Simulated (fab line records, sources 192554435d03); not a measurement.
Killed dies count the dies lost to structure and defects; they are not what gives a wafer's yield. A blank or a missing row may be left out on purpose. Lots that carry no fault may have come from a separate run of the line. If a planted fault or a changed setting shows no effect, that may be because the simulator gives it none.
Matching of chambers || flow n5Finfet || N5_MOL_CONTACT_COAG_ETCH_124 on rieDiel-01: 4 sister chambers
The step etches SiNx in CH3F/O2, stops on SiOC, target depth 6.5 nm. 14 wafers are shown with their chamber, then 6 later ones without.

EACH WAFER AND ITS CHAMBER
{"wafer": "L797.2", "chamber": 3, "drypumpMotorCurrentA (A)": 4.9, "rfVppV (V)": 301, "showerheadPlenumPTorr (Torr)": 1.95}
{"wafer": "L797.4", "chamber": 3, "drypumpMotorCurrentA (A)": 4.8, "rfVppV (V)": 299, "showerheadPlenumPTorr (Torr)": 1.95}
{"wafer": "L797.6", "chamber": 0, "drypumpMotorCurrentA (A)": 4.9, "rfVppV (V)": 310, "showerheadPlenumPTorr (Torr)": 1.98}
{"wafer": "L801.4", "chamber": 1, "drypumpMotorCurrentA (A)": 4.7, "rfVppV (V)": 289, "showerheadPlenumPTorr (Torr)": 2.07}
{"wafer": "L801.5", "chamber": 2, "drypumpMotorCurrentA (A)": 6.3, "rfVppV (V)": 289, "showerheadPlenumPTorr (Torr)": 1.97}
{"wafer": "L803.2", "chamber": 3, "drypumpMotorCurrentA (A)": 4.8, "rfVppV (V)": 300, "showerheadPlenumPTorr (Torr)": 1.95}
{"wafer": "L803.4", "chamber": 1, "drypumpMotorCurrentA (A)": 4.7, "rfVppV (V)": 287, "showerheadPlenumPTorr (Torr)": 2.07}
{"wafer": "L803.6", "chamber": 2, "drypumpMotorCurrentA (A)": 6.3, "rfVppV (V)": 289, "showerheadPlenumPTorr (Torr)": 1.96}
{"wafer": "L806.2", "chamber": 1, "drypumpMotorCurrentA (A)": 4.7, "rfVppV (V)": 288, "showerheadPlenumPTorr (Torr)": 2.07}
{"wafer": "L806.3", "chamber": 3, "drypumpMotorCurrentA (A)": 4.9, "rfVppV (V)": 300, "showerheadPlenumPTorr (Torr)": 1.95}
{"wafer": "L806.6", "chamber": 3, "drypumpMotorCurrentA (A)": 4.8, "rfVppV (V)": 298, "showerheadPlenumPTorr (Torr)": 1.95}
{"wafer": "L815.3", "chamber": 0, "drypumpMotorCurrentA (A)": 4.9, "rfVppV (V)": 310, "showerheadPlenumPTorr (Torr)": 1.97}
{"wafer": "L815.5", "chamber": 1, "drypumpMotorCurrentA (A)": 4.7, "rfVppV (V)": 287, "showerheadPlenumPTorr (Torr)": 2.06}
{"wafer": "L815.6", "chamber": 3, "drypumpMotorCurrentA (A)": 4.8, "rfVppV (V)": 299, "showerheadPlenumPTorr (Torr)": 1.94}

SIGNATURES (averages over the wafers above)
{"reading": "drypumpMotorCurrentA", "chamber 0": 4.900, "chamber 1": 4.700, "chamber 2": 6.300, "chamber 3": 4.833, "scatter within a chamber": 0.0365}
{"reading": "rfVppV", "chamber 0": 310.00, "chamber 1": 287.75, "chamber 2": 289.00, "chamber 3": 299.50, "scatter within a chamber": 0.908}
{"reading": "showerheadPlenumPTorr", "chamber 0": 1.9750, "chamber 1": 2.0675, "chamber 2": 1.9650, "chamber 3": 1.9483, "scatter within a chamber": 0.00508}
Rule: distance of a wafer from a chamber = root of the sum over the readings of ((wafer's reading minus chamber's mean) / reading's scatter) squared. If the next closest chamber is less than 2 further off than the closest, the wafer can't be placed; otherwise it belongs to the closest. The scatter: the root of (the sum of the squares of (reading less its chamber's mean) over the shown wafers, divided by (wafers less chambers)).

WAFERS WHOSE CHAMBER IS MISSING
{"wafer": "L816.1", "drypumpMotorCurrentA (A)": 4.7, "rfVppV (V)": 288, "showerheadPlenumPTorr (Torr)": 2.06}
{"wafer": "L816.3", "drypumpMotorCurrentA (A)": 4.9, "rfVppV (V)": 299, "showerheadPlenumPTorr (Torr)": 1.94}
{"wafer": "L816.5", "drypumpMotorCurrentA (A)": 4.9, "rfVppV (V)": 311, "showerheadPlenumPTorr (Torr)": 1.97}
{"wafer": "L817.3", "drypumpMotorCurrentA (A)": 6.3, "rfVppV (V)": 289, "showerheadPlenumPTorr (Torr)": 1.95}
{"wafer": "L817.4", "drypumpMotorCurrentA (A)": 4.9, "rfVppV (V)": 300, "showerheadPlenumPTorr (Torr)": 1.94}
{"wafer": "L817.5", "drypumpMotorCurrentA (A)": 4.9, "rfVppV (V)": 299, "showerheadPlenumPTorr (Torr)": 1.94}

THE CHAMBER EACH PASSED THROUGH
{"wafer": "L816.1", "from the rows above": 1, "in truth": 1}
{"wafer": "L816.3", "from the rows above": 3, "in truth": 3}
{"wafer": "L816.5", "from the rows above": 0, "in truth": 0}
{"wafer": "L817.3", "from the rows above": 2, "in truth": 2}
{"wafer": "L817.4", "from the rows above": 3, "in truth": 3}
{"wafer": "L817.5", "from the rows above": 3, "in truth": 3}
Correctly placed: 6 of 6. Can't be placed from these rows: 0. Placed wrongly: 0.
